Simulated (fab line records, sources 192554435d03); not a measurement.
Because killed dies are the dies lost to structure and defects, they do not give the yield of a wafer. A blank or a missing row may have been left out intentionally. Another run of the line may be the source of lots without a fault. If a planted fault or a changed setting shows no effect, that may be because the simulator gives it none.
Matching of chambers ; flow n5Finfet ; 4 sister chambers for N5_BEOL_M3_STRIP_36 on rieDiel-05
The step strips in N2/H2. 20 wafers are shown with their chamber, then 10 later ones without.

== WAFERS WITH THEIR CHAMBER ==
wafer;chamber;drypumpMotorCurrentA (A);showerheadPlenumPTorr (Torr);throttleValvePct (%)
L074.2;1;5.4;2.59;23.54
L074.5;2;6.2;2.49;23.46
L074.6;3;6.3;2.53;23.89
L076.1;3;6.3;2.53;23.94
L076.2;2;6.2;2.49;23.47
L076.4;2;6.2;2.49;23.48
L079.3;1;5.4;2.59;23.54
L079.5;2;6.2;2.49;23.50
L079.6;1;5.4;2.59;23.52
L081.1;3;6.4;2.53;23.92
L081.2;1;5.4;2.59;23.54
L081.3;2;6.2;2.49;23.46
L081.4;3;6.4;2.53;23.93
L081.5;1;5.4;2.59;23.55
L081.6;2;6.2;2.49;23.46
L087.2;2;6.2;2.48;23.50
L087.3;0;5.8;2.50;23.56
L087.5;1;5.4;2.58;23.53
L089.2;2;6.2;2.48;23.52
L089.4;1;5.4;2.58;23.57

SIGNATURES (means of the wafers above)
reading;chamber 0;chamber 1;chamber 2;chamber 3;scatter within a chamber
drypumpMotorCurrentA;5.800;5.400;6.200;6.350;0.025
showerheadPlenumPTorr;2.5000;2.5871;2.4875;2.5300;0.00428
throttleValvePct;23.5600;23.5414;23.4812;23.9200;0.0203
Rule: for a wafer and a chamber, the distance is found by dividing, reading by reading, the gap between the wafer's reading and the chamber's mean by the reading's scatter, squaring, summing and taking the root. The wafer belongs to the nearest chamber; if the next one is less than 2 further off, it can't be placed. How the scatter is found: for the shown wafers, subtract from each reading the mean of its chamber, square and add these, divide the total by (wafers less chambers), then take the root.

== WAFERS MISSING THEIR CHAMBER ==
wafer;drypumpMotorCurrentA (A);showerheadPlenumPTorr (Torr);throttleValvePct (%)
L089.5;5.8;2.50;23.60
L093.1;6.2;2.48;23.51
L093.3;5.4;2.58;23.56
L093.5;6.2;2.48;23.52
L095.1;6.4;2.51;24.00
L095.2;5.4;2.57;23.60
L095.4;6.2;2.47;23.53
L094.1;6.2;2.47;23.57
L094.4;5.4;2.57;23.60
L094.5;6.2;2.47;23.52

== THE CHAMBER EACH PASSED THROUGH ==
wafer;from the rows above;in truth
L089.5;0;0
L093.1;2;2
L093.3;1;1
L093.5;2;2
L095.1;3;3
L095.2;1;1
L095.4;2;2
L094.1;2;2
L094.4;1;1
L094.5;2;2
Placed correctly: 10 of 10. Not placeable from these rows: 0. 0 placed wrongly.
